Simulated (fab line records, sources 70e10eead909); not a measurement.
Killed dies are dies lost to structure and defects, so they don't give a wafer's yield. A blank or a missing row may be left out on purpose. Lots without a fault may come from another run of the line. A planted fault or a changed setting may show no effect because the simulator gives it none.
Chamber matching | flow nand_harc | NHARC_A_WL_FILL_STRIP_29 on rie_diel-09: 4 sister chambers
The step strips in O2, time 20 s. 4 wafers are shown with their chamber, then 7 later ones without.

WAFERS WITH THEIR CHAMBER
wafer  | chamber | drypump_motor_current_A (A)
L085.2 | 3       | 5.1
L085.4 | 2       | 5.6
L092.3 | 0       | 5.6
L092.4 | 1       | 5.3

WAFERS WITHOUT THEIR CHAMBER
wafer  | drypump_motor_current_A (A)
L092.6 | 5.6
L093.1 | 5.6
L093.3 | 5.3
L093.6 | 5.1
L095.1 | 5.3
L095.2 | 5.6
L095.4 | 5.0

WHICH CHAMBER EACH WENT THROUGH
wafer  | from the rows above     | in truth
L092.6 | can't be placed: 0 or 2 | 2
L093.1 | can't be placed: 0 or 2 | 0
L093.3 | 1                       | 1
L093.6 | 3                       | 3
L095.1 | 1                       | 1
L095.2 | can't be placed: 0 or 2 | 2
L095.4 | 3                       | 3
Placed correctly: 4 of 7. Can't be placed from these rows: 3 (the true chamber is among the candidates in 3). Placed wrongly: 0.
How it was worked out, from the rows above alone: a wafer's distance from a chamber is the root of the sum, over the readings, of the square of ((its reading less the chamber's mean) divided by the reading's scatter). The wafer belongs to the nearest chamber; if the next one is less than 2 further off, it can't be placed. A chamber's mean is the mean of its shown wafers. The scatter: with one shown wafer a chamber, the root of the mean of the squares of how far each hidden wafer lies from its nearest shown one.
